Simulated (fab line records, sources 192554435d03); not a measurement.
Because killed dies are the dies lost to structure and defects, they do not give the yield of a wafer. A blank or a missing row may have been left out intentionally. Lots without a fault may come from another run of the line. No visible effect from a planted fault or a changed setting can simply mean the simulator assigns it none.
Lot-split experiment ; flow n5_finfet ; route with 1938 steps; 7 lots, 21 wafers read

## ABOUT THE SPLIT
At N5_FIN_SAQP_PECVD_06 (deposits a-Si from SiH4/He, target thk 60 nm, time 48.1 s), the setting time_s was moved away from the recipe's 48.1 s on 6 of the 21 wafers read, by -12.3% to +9.0%. For the rest of the wafers, this setting stayed at what the recipe calls for.

## FROM THE SPLIT TO THE READING: what the file shows between them, 10 steps
- N5_FIN_SAQP_THK_MEAS_07
- N5_FIN_SAQP_COAT_50: time 60 s, resist thk 35 nm (also split here: spin_rpm)
- N5_FIN_SAQP_COAT_10: resist thk 90 nm
- N5_FIN_SAQP_EBR_12
- N5_FIN_SAQP_DESCUM_21: chemistry O2, time 7.9 s
- N5_FIN_SAQP_ETCH_51: etches SiARC in CF4, target depth 45.5 nm, time 75.8 s
- N5_FIN_SAQP_ETCH_52: etches SOC in N2/H2, target depth 100 nm, overetch 20 nm, time 150 s
- N5_FIN_SAQP_STRIP_53: strips in N2/H2
- N5_FIN_SAQP_HM_OPEN_73: chemistry CHF3/O2, target SiO2, stops on a-Si, target depth 12 nm, time 16.8 s
- N5_FIN_SAQP_STRIP_74: strips in CHF3/O2

## THE READING
etch.depth_nm (the simulator's own value, which no gauge read), in nm, at N5_FIN_SAQP_MANDREL_ETCH_22 (etches a-Si in HBr/Cl2, stops on SiNx, target depth 60 nm, bt time 10 s, time 30 s). The file gives no usual value for it. The 15 wafers here that ran the recipe average 60.04 nm, standard deviation 0.96 nm.

wafer;tool, chamber at the split;time_s as run, s;against the recipe;etch.depth_nm, nm;against lot-mates on the recipe
L077.2;pecvd-03, 0;48.1;recipe;58.85;-
L077.4;pecvd-03, 1;48.1;recipe;59.48;-
L077.6;pecvd-03, 1;48.1;recipe;59.26;-
L081.1;pecvd-04, 0;48.1;recipe;59.35;-
L081.2;pecvd-04, 1;50.54;+5.1%;62.58;+2.89
L081.3;pecvd-04, 2;48.1;recipe;60.02;-
L087.1;pecvd-02, 1;44.5;-7.5%;54.04;-5.82
L087.3;pecvd-02, 0;44.5;-7.5%;55.42;-4.44
L087.6;pecvd-02, 1;48.1;recipe;59.86;-
L088.3;pecvd-03, 0;52.45;+9.0%;64.47;+4.83
L088.4;pecvd-03, 0;48.1;recipe;59.64;-
L088.5;pecvd-03, 1;52.45;+9.0%;64.9;+5.26
L089.2;pecvd-02, 2;48.1;recipe;60.06;-
L089.3;pecvd-02, 1;42.2;-12.3%;50.68;-9.64
L089.4;pecvd-02, 2;48.1;recipe;60.58;-
L094.2;pecvd-02, 1;48.1;recipe;60.57;-
L094.5;pecvd-02, 0;48.1;recipe;62.04;-
L094.6;pecvd-02, 2;48.1;recipe;62.34;-
L097.1;pecvd-04, 1;48.1;recipe;59.47;-
L097.2;pecvd-04, 0;48.1;recipe;59.29;-
L097.3;pecvd-04, 2;48.1;recipe;59.86;-

FIT RESULTS
A straight line over all 21 wafers: etch.depth_nm changes by +0.642 nm for each +1% of time_s; r = +0.95; the points scatter about the line by 1 nm.
The same after taking each lot's own level away (the mean of its wafers on the recipe; 21 wafers): +0.664 nm for each +1%; r = +0.98; scatter 0.61 nm.
Per that fit: largest time_s move, reading shift of 8.1 nm.
The span of the lots' own levels, 59.197 to 61.650 nm, comes to 2.6 times the standard deviation stated above.
Hence the lot-to-lot level has little effect on the slope; both slopes agree.
Check: -7.59 nm against its lot-mates is what the line predicts for one of the wafers moved furthest among these (-12.3%) when that wafer is left out of the fit. Against them it came out at -9.64 nm.

## ADDITIONAL SPLITS CARRIED BY THESE WAFERS
Other splits were also applied to these wafers ahead of the reading. Each is held against what the fit with the lots' levels taken away leaves over:
other split on the same wafers;wafers away from the commonest value;r with etch.depth_nm (lot level and that fit taken away)
N5_WELL_APT_COAT_02 spin_rpm;4;-0.07
N5_WELL_APT_PEB_06 peb_time_s;7;-0.27
N5_PMOS_HMC_CHANNEL_EPI_ETCH_32 bias_w;4;+0.32
N5_FIN_SAQP_COAT_50 spin_rpm;8;-0.34

## THE WHOLE CHAIN: every reading that the file lists as answering this split, in the file's order
step;what it does;reading;change (the file's fit);r (the file's)
N5_FIN_SAQP_PECVD_06;deposits a-Si from SiH4/He, target thk 60 nm, time 48.1 s;a-Si_of_FIN_SAQP_PECVD_06.thk_nm (the simulator's own value, which no gauge read);+0.686 nm for each +1% of the setting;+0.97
N5_FIN_SAQP_THK_MEAS_07;;thk_nm;withheld for each +1% of the setting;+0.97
N5_FIN_SAQP_MANDREL_ETCH_22;etches a-Si in HBr/Cl2, stops on SiNx, target depth 60 nm, bt time 10 s, time 30 s;etch.depth_nm (the simulator's own value, which no gauge read);+0.691 nm for each +1% of the setting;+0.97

## THE FILE'S OWN FIT
etch.depth_nm changes by +0.691 nm for each +1% of time_s, r = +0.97.
